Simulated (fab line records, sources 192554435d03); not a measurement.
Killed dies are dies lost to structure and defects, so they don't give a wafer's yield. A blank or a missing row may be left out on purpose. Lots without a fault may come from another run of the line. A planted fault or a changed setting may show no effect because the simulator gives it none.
Which tool did it? | flow n5_finfet | 12 lots, 36 wafers sampled, at 3 steps of a route of 1938

WHAT THE GAUGES READ, wafer by wafer
N5_ILD0_THK_MEAS_13. Usual: thk_nm 18.0 nm, standard deviation 1.
lot  | measured     | on            | thk_nm (nm)    | flag
L967 | day 3 17:40  | film_metro-01 | 16.9 15.9 17.7 |
L968 | day 3 23:54  | film_metro-02 | 16.8 16.4 16.6 |
L976 | day 6 00:58  | film_metro-01 | 17.1 16.4 18.2 |
L977 | day 6 06:28  | film_metro-01 | 19.7 17.9 19.0 |
L980 | day 7 03:31  | film_metro-01 | 17.7 17.1 16.3 |
L982 | day 7 13:49  | film_metro-02 | 17.9 18.3 16.9 |
L983 | day 7 18:50  | film_metro-01 | 18.5 17.8 18.1 |
L984 | day 8 01:52  | film_metro-01 | 17.9 17.9 17.6 |
L986 | day 8 14:10  | film_metro-02 | 17.5 17.9 18.2 |
L988 | day 9 01:23  | film_metro-01 | 17.9 18.1 18.1 |
L989 | day 9 07:13  | film_metro-01 | 18.4 18.7 17.8 |
L990 | day 10 06:43 | film_metro-01 | 18.3 19.0 17.3 |

N5_SDB_INSPECT_36: inspects for defects (darkfield). Usual: raw_defect_count 30, standard deviation 14.
lot  | measured     | on                | raw_defect_count | flag
L967 | day 3 22:07  | defect_inspect-01 | 43 12 77         |
L968 | day 4 04:56  | defect_inspect-02 | 20 41 43         |
L976 | day 6 05:40  | defect_inspect-01 | 28 13 14         |
L977 | day 6 10:58  | defect_inspect-01 | 23 31 10         |
L980 | day 7 07:58  | defect_inspect-01 | 31 25 32         |
L982 | day 7 18:22  | defect_inspect-02 | 44 27 43         |
L983 | day 7 23:18  | defect_inspect-02 | 25 21 26         |
L984 | day 8 06:11  | defect_inspect-01 | 58 33 65         |
L986 | day 8 19:11  | defect_inspect-01 | 14 27 30         |
L988 | day 9 06:15  | defect_inspect-02 | 41 25 27         |
L989 | day 9 11:52  | defect_inspect-02 | 38 44 58         |
L990 | day 10 11:02 | defect_inspect-01 | 33 6 21          |

WHICH TOOL RAN EACH LOT (tool, then ch and the chambers of the sampled wafers, then the start)
lot  | N5_SDB_ETCH_18
L967 | rie_diel-01 ch 0,1,3, day 3 18:20
L968 | rie_diel-03 ch 2,3, day 4 00:44
L976 | rie_diel-01 ch 0,1,3, day 6 01:44
L977 | rie_diel-04 ch 0,1, day 6 07:08
L980 | rie_diel-04 ch 0,1,3, day 7 04:11
L982 | rie_diel-04 ch 0,1, day 7 14:35
L983 | rie_diel-03 ch 0,2,3, day 7 19:31
L984 | rie_diel-01 ch 1,2,3, day 8 02:24
L986 | rie_diel-01 ch 0,1,2, day 8 14:50
L988 | rie_diel-04 ch 0,1,2, day 9 02:26
L989 | rie_diel-01 ch 0,1,3, day 9 07:46
L990 | rie_diel-01 ch 0,1,2, day 10 07:16
- N5_SDB_ETCH_18: etches SOC in N2/H2, target depth 100 nm, overetch 20 nm, time 150 s.

WHAT THE TOOLS THEMSELVES READ (means of the sampled wafers that have a number; where no wafer has one, the mark that the record gives instead)
N5_SDB_ETCH_18. Usual: drypump_motor_current_A 5.6 A, standard deviation 0.49; oes_product_au 0.75 a.u., standard deviation 0.08; rf_fwd_power_W 836.8 W, standard deviation 2.9; rf_vpp_V 525 V, standard deviation 3; showerhead_plenum_p_Torr 2.57 Torr, standard deviation 0.11; throttle_valve_pct 17.76 %, standard deviation 0.19.
lot  | tool        | drypump_motor_current_A (A) | oes_product_au (a.u.) | rf_fwd_power_W (W) | rf_vpp_V (V) | showerhead_plenum_p_Torr (Torr) | throttle_valve_pct (%) | flag
L967 | rie_diel-01 | 5.7                         | 0.75                  | 838.0              | 525          | 2.60                            | 17.81                  |
L968 | rie_diel-03 | 5.2                         | 0.67                  | 837.1              | 523          | 2.51                            | 18.03                  |
L976 | rie_diel-01 | 5.7                         | 0.79                  | 837.3              | 524          | 2.59                            | 17.71                  |
L977 | rie_diel-04 | 5.2                         | 0.83                  | 836.3              | 524          | 2.57                            | 17.62                  |
L980 | rie_diel-04 | 5.5                         | 0.76                  | 834.1              | 524          | 2.54                            | 17.77                  |
L982 | rie_diel-04 | 5.2                         | 0.81                  | 836.6              | 527          | 2.64                            | 17.62                  |
L983 | rie_diel-03 | 5.2                         | 0.63                  | 834.1              | 523          | 2.51                            | 18.00                  |
L984 | rie_diel-01 | 5.6                         | 0.80                  | 837.3              | 527          | 2.64                            | 17.72                  |
L986 | rie_diel-01 | 5.4                         | 0.77                  | 838.1              | 526          | 2.66                            | 17.66                  |
L988 | rie_diel-04 | 5.5                         | 0.76                  | 836.1              | 525          | 2.58                            | 17.62                  |
L989 | rie_diel-01 | 5.7                         | 0.76                  | 837.3              | 524          | 2.58                            | 17.75                  |
L990 | rie_diel-01 | 5.4                         | 0.76                  | 835.8              | 527          | 2.65                            | 17.68                  |

THE ANSWER, worked out from the rows above alone
Rule: a lot is off if the mean of its wafers that have a number lies more than 3 standard deviations from the usual mean. A lot without any number at a reading at which 4 lots or more have one is off too. The other lots that the step has rows for count as sound. The gauges are gone through in route order, then the tools' own readings, and for those a lot's mean is taken as printed above. The first step at which some lot is off is used, and at that step the reading that is off furthest; a lot without a number counts as furthest.
No lot is off at any reading shown: from this, nothing can be told.

WHAT THE SIMULATOR HAD PUT IN
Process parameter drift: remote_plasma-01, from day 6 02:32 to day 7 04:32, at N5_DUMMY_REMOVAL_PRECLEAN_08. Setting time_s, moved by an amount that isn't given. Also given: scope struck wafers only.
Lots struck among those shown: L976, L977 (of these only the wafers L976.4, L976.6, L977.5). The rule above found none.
